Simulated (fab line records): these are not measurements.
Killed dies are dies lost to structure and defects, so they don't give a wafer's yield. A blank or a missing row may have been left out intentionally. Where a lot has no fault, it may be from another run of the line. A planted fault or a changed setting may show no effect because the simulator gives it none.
fab line records	flow nand-harc
record lots=6	wafers=18	last-day=22
route steps=1159 shown A_STAIRCASE@686 END@1159
lots that met no fault: taken from a fault-free run of the same line
start-h: start of the lot's first displayed wafer, in hours after the record's first day	wait-h: time in hours since the lot's previous step	" identical to the entry in the row above	L1.1+2: a row that stands for several wafers	- no value, or no start was given	* or withheld: withheld	< > ~ a bound
route shown NAME@n: NAME is a module with steps in the file, n the number in the route of the first one	usual: mean and standard deviation over wafers with no fault	same: alike in all rows	chamber/n: place in a boat	sites: readings site by site	_std_site: standard deviation of those values	_edge_site: inner sites' mean taken away from outer sites' mean	radius-mm: for every site, how far away it sits from the centre of the wafer	mask NAME#n: copy n	behind: the last tool/chamber to shape the wafer	hold: cause of the lot's hold/its duration in hours/its outcome	device: the transistor (n, p or np) that didn't switch	end of line: tests of these same wafers at the route's end	a step given without rows: its recipe and nothing more	killed: dies lost to structure and defects at the first sort, not the wafer's yield	map: shows each die of a wafer: x if killed, . if not, _ if none is there
set.NAME: the run value of the setting; set.NAME@STEP: its run value at that earlier step	model.NAME: the simulator's own value behind a step, which no gauge read
lots at selected steps of the route; one table per step, one row per wafer
services: from which hour (start-h, from the record's first day; less than 0 if before it) a tool's chamber was out of use, for how many hours, and why
## steps
# step NHARC_A_STAIRCASE_HARDBAKE_311
# recipe temp-c=120	time-s=140
# step NHARC_A_STAIRCASE_DESCUM_312
# recipe time-s=3	o2-flow-sccm=200	ar-flow-sccm=0	bias-power-w=0	chemistry=O2
# usual drypump-motor-current-A=5.67/0.3	oes-product-au=0.999/0.011	rf-vpp-V=58.0/0.89	showerhead-plenum-p-Torr=1.94/0.064	throttle-valve-pct=11.311/0.0087
lot.wafer	tool	chamber	start-h	wait-h	drypump-motor-current-A	oes-product-au	rf-hours-counter-h	rf-vpp-V	showerhead-plenum-p-Torr	throttle-valve-pct
L382.3	rie-diel-12	0	270.79	-	5.65	0.994	17	57.4	1.86	11.311
L382.2	"	1	"	"	5.96	0.998	22	58.9	1.87	11.328
L382.4	"	2	"	"	5.58	0.997	22	59.5	2.05	11.307
L384.2	rie-diel-08	1	288.94	-	5.68	1.004	50	58.8	2.03	11.315
L384.1	"	2	"	"	5.48	0.994	56	60.8	2.02	11.303
L384.6	"	3	"	"	6.20	1.005	-	59.0	1.99	11.319
L388.1	rie-diel-12	1	302.58	-	5.99	0.986	33	57.5	1.87	11.312
L388.4	"	2	"	"	5.54	1.000	33	58.9	2.04	11.309
L388.6	"	0	"	"	5.65	0.992	-	57.9	1.86	11.315
L386.2	rie-diel-04	1	306.71	-	5.62	1.002	1	57.0	1.97	11.310
L386.4	"	2	"	"	6.15	1.011	1	58.3	1.92	11.318
L386.3	"	3	"	"	5.76	1.024	1	56.4	1.90	11.294
L394.2	rie-diel-04	1	343.17	-	5.62	0.991	14	58.6	1.97	11.302
L394.4	"	2	"	"	6.15	1.002	13	57.1	1.92	11.296
L394.1	"	3	"	"	5.76	1.015	15	56.7	1.89	11.314
L392.4	rie-diel-12	3	346.60	-	5.17	0.995	50	59.7	2.01	11.308
L392.2	"	0	"	"	5.62	0.992	45	58.0	1.85	11.310
L392.3	"	1	"	"	6.00	0.983	48	57.6	1.86	11.323
# step NHARC_A_STAIRCASE_ETCH_313
# recipe cf4-flow-sccm=100	chf3-flow-sccm=30	ar-flow-sccm=0	rf-w=500	bias-w=200	chemistry=CF4/CHF3
# usual chf3-flow-sccm=29.99/0.09	drypump-motor-current-A=5.67/0.29	oes-product-au=0.940/0.022	rf-vpp-V=371.4/1.9	showerhead-plenum-p-Torr=1.60/0.05	throttle-valve-pct=16.804/0.01
lot.wafer	tool	chamber	start-h	wait-h	chf3-flow-sccm	drypump-motor-current-A	oes-product-au	rf-hours-counter-h	rf-vpp-V	showerhead-plenum-p-Torr	throttle-valve-pct
L382.3	rie-diel-12	2	270.87	0.1	30.00	5.53	0.922	22	373.1	1.68	16.819
L382.2	"	3	"	"	29.99	5.23	0.929	20	373.9	1.66	16.806
L382.4	"	1	"	"	30.03	5.96	0.928	22	368.9	1.54	16.790
L384.1	rie-diel-08	2	289.02	0.1	29.91	5.48	0.925	56	372.2	1.65	16.804
L384.2	"	3	"	"	30.04	6.17	0.930	55	373.3	1.63	16.807
L384.6	"	2	"	"	30.03	5.47	0.923	-	372.8	1.65	16.787
L388.1	rie-diel-12	0	302.65	0.1	30.04	5.64	0.930	28	369.2	1.53	16.787
L388.4	"	2	"	"	30.07	5.57	0.915	33	374.1	1.67	16.813
L388.6	"	0	"	"	30.11	5.62	0.917	-	369.8	1.53	16.798
L386.3	rie-diel-04	0	306.79	0.1	30.00	5.55	0.946	1	371.1	1.59	16.800
L386.2	"	2	"	"	29.88	6.14	0.980	1	370.4	1.58	16.803
L386.4	"	3	"	"	29.88	5.76	0.986	1	371.0	1.56	16.785
L394.4	rie-diel-04	1	343.35	0.2	30.15	5.61	0.929	14	374.4	1.61	16.811
L394.1	"	3	"	"	30.01	5.74	0.935	15	369.9	1.56	16.817
L394.2	"	0	"	"	30.18	5.55	0.925	16	369.9	1.59	16.789
L392.3	rie-diel-12	3	346.70	0.1	30.07	5.14	0.919	50	372.2	1.65	16.787
L392.4	"	0	"	"	30.03	5.62	0.931	45	368.8	1.53	16.816
L392.2	"	1	"	"	30.11	5.95	0.920	48	367.4	1.53	16.803
# step NHARC_A_STAIRCASE_HM_OPEN_463
# recipe o2-flow-sccm=400	cos-flow-sccm=20	ar-flow-sccm=0	rf-w=500	bias-w=300	chemistry=O2/COS
# step NHARC_A_STAIRCASE_STRIP_464
# recipe o2-flow-sccm=400	cos-flow-sccm=20	ar-flow-sccm=0	bias-w=0	chemistry=O2/COS
# step NHARC_A_STAIRCASE_ETCH_453
# recipe target-depth-a=300	overetch-a=30	time-s=16.5	ion-energy-ev=100	cf4-flow-sccm=80	o2-flow-sccm=20	ar-flow-sccm=0	rf-w=300	bias-w=100	chemistry=CF4/O2
# usual drypump-motor-current-A=5.68/0.29	oes_o_777_au=1.000/0.0044	oes-product-au=0.998/0.011	rf-vpp-V=198.2/1.2	showerhead-plenum-p-Torr=1.35/0.044	throttle-valve-pct=13.397/0.01
lot.wafer	tool	chamber	start-h	wait-h	drypump-motor-current-A	oes_o_777_au	oes-product-au	rf-hours-counter-h	rf-vpp-V	showerhead-plenum-p-Torr	throttle-valve-pct
L382.2	rie-diel-12	0	-	-	5.64	1.005	1.003	17	198.2	1.30	13.397
L382.4	"	1	"	"	5.99	0.999	0.997	22	198.7	1.31	13.383
L382.3	"	3	"	"	5.18	0.996	1.009	20	199.0	1.41	13.397
L384.2	rie-diel-08	2	-	-	5.52	0.993	0.992	56	200.0	1.40	13.410
L384.1	"	3	"	"	6.21	1.002	1.000	55	198.0	1.39	13.400
L384.6	"	1	"	"	5.71	0.992	0.998	-	199.8	1.41	13.391
L388.4	rie-diel-12	0	-	-	5.62	1.002	0.995	28	196.7	1.30	13.403
L388.1	"	1	"	"	5.97	0.989	1.005	33	197.1	1.30	13.384
L388.6	"	3	"	"	5.18	0.995	0.989	-	199.0	1.40	13.398
L386.3	rie-diel-04	2	-	-	6.14	0.996	1.003	1	197.4	1.34	13.413
L386.4	"	0	"	"	5.56	1.001	0.984	1	198.1	1.35	13.389
L386.2	"	1	"	"	5.63	1.007	0.995	1	197.8	1.37	13.408
L394.1	rie-diel-04	2	-	-	6.14	0.999	0.985	14	196.8	1.34	13.399
L394.2	"	3	"	"	5.73	0.999	0.994	16	196.3	1.32	13.378
L394.4	"	0	"	"	5.55	1.000	0.981	17	198.2	1.35	13.397
L392.4	rie-diel-12	0	-	-	5.59	1.003	0.993	45	199.0	1.29	13.391
L392.2	"	1	"	"	5.94	0.999	0.986	49	197.5	1.30	13.405
L392.3	"	2	"	"	5.53	0.991	0.990	50	200.1	1.42	13.398
# step NHARC_A_STAIRCASE_ETCH_315
# recipe target-depth-a=25000	time-s=607.1	ion-energy-ev=800	c4f8-flow-sccm=80	o2-flow-sccm=60	ar-flow-sccm=withheld	rf-w=600	bias-w=3000	chemistry=C4F8/O2/Ar
# step NHARC_A_STAIRCASE_STRIP_316
# recipe o2-flow-sccm=500	ar-flow-sccm=0	bias-w=0	chemistry=O2
# usual drypump-motor-current-A=5.68/0.29	oes-product-au=0.996/0.011	rf-vpp-V=57.8/0.91	showerhead-plenum-p-Torr=3.58/0.11	throttle-valve-pct=17.036/0.0087
lot.wafer	tool	chamber	start-h	wait-h	drypump-motor-current-A	oes-product-au	rf-hours-counter-h	rf-vpp-V	showerhead-plenum-p-Torr	throttle-valve-pct
L382.2	rie-diel-12	1	-	-	5.99	1.008	22	57.7	3.45	17.031
L382.3	"	2	"	"	5.59	0.999	22	59.7	3.76	17.047
L382.4	"	0	"	"	5.62	0.987	17	57.5	3.44	17.038
L384.2	rie-diel-08	2	-	-	5.48	0.994	56	58.3	3.70	17.032
L384.1	"	3	"	"	6.18	0.991	55	58.3	3.66	17.046
L384.6	"	3	"	"	6.21	0.999	-	57.2	3.66	17.043
L388.4	rie-diel-12	1	-	-	5.98	0.989	33	57.8	3.45	17.032
L388.1	"	2	"	"	5.58	0.993	33	59.4	3.75	17.051
L388.6	"	2	"	"	5.54	0.998	-	57.7	3.75	17.047
L386.4	rie-diel-04	1	-	-	5.65	0.994	2	58.7	3.63	17.022
L386.2	"	2	"	"	6.15	0.992	1	59.8	3.55	17.050
L386.3	"	3	"	"	5.77	1.017	1	57.0	3.50	17.028
L394.4	rie-diel-04	1	-	-	5.63	1.000	15	57.0	3.62	17.035
L394.2	"	3	"	"	5.75	1.020	16	59.1	3.49	17.033
L394.1	"	0	"	"	5.56	0.988	17	56.5	3.56	17.026
L392.4	rie-diel-12	2	-	-	5.57	0.999	50	58.6	3.74	17.037
L392.3	"	3	"	"	5.18	0.990	50	56.8	3.69	17.043
L392.2	"	1	"	"	6.03	0.987	49	56.7	3.44	17.042
# step NHARC_A_STAIRCASE_STRIP_317
# recipe time-s=900	temp-c=130	chemistry=SPM
# step NHARC_A_STAIRCASE_PRECLEAN_318
# recipe time-s=*	temp-c=50	bath-age-min=0	chemistry=SC1
# step NHARC_A_STAIRCASE_SRD_329
# step NHARC_A_STAIRCASE_ALD_415
# recipe target-thk-a=300	pulse-time-s=6	ald-cycles=300	temp-c=300	material=SiO2
# usual ald-cycles=300/0	heater-power-w=457/36	precursor-pulse-height-rel=1.001/0.02
lot.wafer	tool	chamber	start-h	wait-h	ald-cycles	heater-power-w	precursor-pulse-height-rel	since-wet-clean-h
L382.2	ald-hk-04	2	275.12	2.5	300	420	0.982	79
L382.3	"	3	"	"	300	456	1.010	79
L382.4	"	0	"	"	300	476	1.015	79
L384.2	ald-hk-01	3	291.05	0.3	300	514	1.011	53
L384.1	"	0	"	"	300	418	1.009	54
L384.6	"	2	"	"	300	413	1.014	-
L388.1	ald-hk-04	1	304.67	0.3	300	443	1.016	108
L388.4	"	3	"	"	300	458	1.021	109
L388.6	"	1	"	"	300	437	1.017	-
L386.3	ald-hk-03	0	308.60	0.1	300	489	0.961	155
L386.2	"	1	"	"	300	445	0.995	155
L386.4	"	3	"	"	300	469	1.015	156
L394.1	ald-hk-04	0	346.67	1.3	367	470	1.029	150
L394.2	"	1	"	"	300	442	0.973	151
L394.4	"	2	"	"	300	414	0.965	151
L392.2	ald-hk-04	1	348.58	0.1	300	434	0.984	152
L392.4	"	2	"	"	300	419	0.976	153
L392.3	"	0	"	"	367	480	1.033	153
# step NHARC_A_STAIRCASE_ETCHBACK_416
# recipe target-depth-a=360	time-s=7.2	c4f8-flow-sccm=withheld	o2-flow-sccm=8	ar-flow-sccm=withheld	rf-w=600	bias-w=800	chemistry=C4F8/O2/Ar
# usual oes-product-au=0.932/0.024	rf-vpp-V=725/3.3
lot.wafer	tool	chamber	start-h	wait-h	oes-product-au	rf-hours-counter-h	rf-vpp-V
L382.3	rie-diel-04	1	-	-	0.931	63	726
L382.4	"	2	"	"	0.920	60	724
L382.2	"	3	"	"	0.927	55	723
L384.2	rie-diel-12	2	-	-	0.921	29	728
L384.1	"	3	"	"	0.925	28	727
L384.6	"	2	"	"	0.927	-	729
L388.1	rie-diel-12	1	-	-	0.932	33	721
L388.4	"	3	"	"	0.927	32	730
L388.6	"	1	"	"	0.933	-	722
L386.2	rie-diel-04	3	-	-	0.944	2	722
L386.4	"	0	"	"	0.920	4	725
L386.3	"	1	"	"	0.921	4	724
L394.4	rie-diel-04	1	-	-	0.909	17	725
L394.1	"	2	"	"	0.931	16	723
L394.2	"	3	"	"	0.930	18	722
L392.3	rie-diel-04	3	-	-	0.940	19	723
L392.2	"	0	"	"	0.921	20	725
L392.4	"	1	"	"	0.928	18	726
# step NHARC_END_SORT_01
# recipe temp-c=25
# usual killed-at-array=28/8.6	killed-at-other=0.7/1.2	killed-at-periphery=3.1/2.3	killed-dies=32/8.7	killed-open=3.2/1.7	killed-short=2.0/1.5
# same gross-dies=677
lot.wafer	tool	chamber	start-h	wait-h	killed-at-array	killed-at-other	killed-at-periphery	killed-dies	killed-open	killed-short
L394.1	prober-02	0	507.28	2.5	653	0	3	656	1	1
L394.2	prober-02	0	508.08	2.8	30	1	2	33	2	4
L394.4	prober-02	0	509.67	3.4	28	0	0	28	4	2
L392.3	prober-02	0	531.64	3.1	652	0	6	658	3	3
# killed by level:class
L394.1 A_STAIRCASE:area-ald=623 A_CHANNEL_HOLE_D1:chamber-film-flake=22 A_CONTACT:chamber-film-flake=3 P_CONTACT:chamber-film-flake=2 A_WL_FILL:chamber-film-flake=2 A_ONON_D1:geometric-particle:short=1 A_M0:geometric-particle:open=1 P_ZERO_WELL:chamber-film-flake=1
L394.2 A_CHANNEL_HOLE_D1:chamber-film-flake=20 A_CONTACT:chamber-film-flake=4 P_M1:geometric-particle:short=1 A_ONON_D1:geometric-particle:open=1 A_CHANNEL_HOLE_D1:geometric-particle:short=1 A_WL_FILL:geometric-particle:short=1 A_CONTACT:geometric-particle:short=1 THIN_TSV:geometric-particle:open=1
L394.4 A_CHANNEL_HOLE_D1:chamber-film-flake=22 A_ONON_D1:geometric-particle:open=1 A_STAIRCASE:geometric-particle:open=1 A_SGD_CUT:geometric-particle:open=1 A_SGD_CUT:geometric-particle:short=1 A_CONTACT:geometric-particle:open=1 A_M1:geometric-particle:short=1
L392.3 A_STAIRCASE:area-ald=620 A_SLIT:chamber-film-flake=16 A_CONTACT:chamber-film-flake=6 P_BONDPAD:chamber-film-flake=3 A_CHANNEL_HOLE_D1:chamber-film-flake=3 P_M1:geometric-particle:open=1 P_M1:geometric-particle:short=1 A_CHANNEL_FILL_D1:geometric-particle:short=1
# map L392.3 (x killed, . not)
____________x____________
_________xxxxx.x_________
_______xxxxxxxxxxx_______
______xxxxxxxxxxxxx______
_____xxxxxxxxxxxxxxx_____
____.xxxxxxxxxxxxxxxx____
____xxxxxxxxxxxxxxxxx____
___xxxx.xxxxxxxxxxxxxx___
___xxxxxxxxxxx.xxxxxxx___
__xxxxxxxxxxx.xxxxxxxxx__
__xxx.xxxxxxxxxxxxxxxxx__
_xxxxxxxxxxxx.xxxxxxxxxx_
_xxxxxxxxxxxxxxxxxxxxxxx_
_xxx.xxxxxxxxxxxxxxxxxxx_
_xxxxxxxxxxxxxxxxxxxxx.x_
_xxxxxxxxxxxxxxxxxxxxxxx_
.xxxxxxxxxxxxxxxxxxxxxxxx
xxxxxxxxxxxxxxxxxxxxxxxxx
xx.xx.xxxxxxxxxxxxxxxxxxx
x.xxxxxxxxxxx.xxxxxxxxxxx
xxxxxxxx.xxxxxxxxxxxxxxxx
_xxxxxxxxxxxxxxxxxxxxxxx_
_xxxxxxxxxxxxxxx.xxxxxxx_
_xxxxxxxxx.xxxxxxxxxxxxx_
_xxxxxxxxxxxxxxxxxxxxxxx_
_xxxxxxxxxx.xxxxxxxxxxxx_
__xxxxxxxxxxxxxxxxxxxxx__
__xxxxxxx.xxxxxxxxxxxxx__
___xxxxxxxxxxxxxxxxxxx___
___xxxxxxxxxxxxxxxxxxx___
____xxxxxxxxxxxxxxxxx____
____xxxxxxxxxxxxxxxxx____
_____xxxxxxxxxxxxxxx_____
______xxxxxxxxxxxxx______
_______xxxxxxxxxxx_______
_________xxxxxxx_________
____________x____________
# map L394.1 (x killed, . not)
____________x____________
_________xxxx.xx_________
_______x.xxxxxxxxx_______
______xxxx.xxxxxxxx______
_____xxxxxxxxxx.xxxx_____
____xxxxxxxxxxxxxxxxx____
____xxxx.xxxx.xxxxxxx____
___xxxxxxxxxxxxxxxxxxx___
___.xxxx.xxxxxxxxxxxxx___
__xxxxxxxxxxxxxxxx.xxxx__
__xxxxxxxxxxxxxxxxxxxxx__
_xxxxxxxxxxxxxxxxxxxxxxx_
_xxxxxxxxxxxxxxxxxx.xxxx_
_xxxxxxxxxxxxxxxxxxxxxxx_
_xxxxx.xxxxxxxxxxxxxxxxx_
_xxxxx.xxxxxxxxxxxxxxxxx_
xxxxxxxxxxxxxxxxxxxxxxxxx
x.xxxxxxxxxxxxxxxxxxxxxxx
xxxxxxxxxxxxxxxxxxxxxxxxx
xxxxxxxxxxxxxxxxxxxxxxxxx
xxxx.x.xxxxxxxxxxxxxxxxxx
_xxxxxxxxxxxxxxxxxxxxxxx_
_.xxxxxxxxxxxxxxxxxxxxxx_
_xxx.xxxxxx.xxxxxxxxxxxx_
_xxxxxxxxxxxxxxxxxxxxxxx_
_xxx.xxxxxxxxxxxxxxxxxxx_
__xxxx.xxxxxxxxxxxxxxxx__
__xx.xxxxxxxxxxxxxxxxxx__
___xxxxxxxxxxxxxxxxxxx___
___xxxxxxxxxxxxxxxxxxx___
____xxxxxxxxxxxxxxxxx____
____xxxxxxxxxxxxxxxxx____
_____xxxxxxxxxxxxxxx_____
______xxxxxxxxxxxxx______
_______xxxxxxxxxxx_______
_________xxxxxxx_________
____________x____________
## services
tool	chamber	start-h	hours	kind
rie-diel-12	0	260.44	-	clean
rie-diel-12	1	260.44	-	clean
rie-diel-12	2	260.44	-	clean
rie-diel-12	3	260.44	-	clean
rie-diel-04	0	268.59	-	clean
rie-diel-04	1	268.59	-	clean
rie-diel-04	2	268.59	-	clean
rie-diel-12	0	285.58	-	clean
rie-diel-12	1	285.58	-	clean
rie-diel-12	2	285.58	-	clean
rie-diel-12	3	285.58	-	clean
rie-diel-04	-	288.92	9.0	pm
rie-diel-08	-	301.86	9.0	pm
rie-diel-12	0	310.08	-	clean
rie-diel-12	1	310.08	-	clean
rie-diel-12	2	310.08	-	clean
rie-diel-12	3	310.08	-	clean
rie-diel-08	-	312.16	1.9	repair
ald-hk-01	-	319.77	6.8	repair
rie-diel-12	0	334.61	-	clean
rie-diel-12	1	334.61	-	clean
rie-diel-12	2	334.61	-	clean
rie-diel-12	3	334.61	-	clean
rie-diel-08	1	338.56	8.3	repair
## key
first-sign step=NHARC_A_STAIRCASE_ALD_415	reading=ald-cycles	direction=up	sigmas=99+	usual=300	struck=367
effect step=NHARC_END_SORT_01	reading=killed-at-array	direction=up	sigmas=73	usual=28	struck=652
more-kills-born-at NHARC_A_STAIRCASE_ALD_415@ald-hk-04=1243
met-at NHARC_A_STAIRCASE_ALD_415
struck-wafers L392.3,L394.1
later-rows-left-out L392.3,L394.1
tester-left-out L392,L394
fault kind=process-parameter-drift	tool=ald-hk-04	chamber=0	onset-h=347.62	steps=NHARC_A_STAIRCASE_ALD_415	channel=ald-cycles	offset=67	shape=step	end-h=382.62	acts-in=these-recipes-only	stated=300
# tester-left-out: of these lots the tester's yield and bins aren't shown, on N5 and GAA mostly nor the transistor test; their killed dies are dies lost to structure and defects alone, not to doping, threshold or leakage, so they don't give the yield
# later-rows-left-out: the simulator's readings of these wafers behind a module that went badly wrong aren't trusted and aren't shown, but for the sort
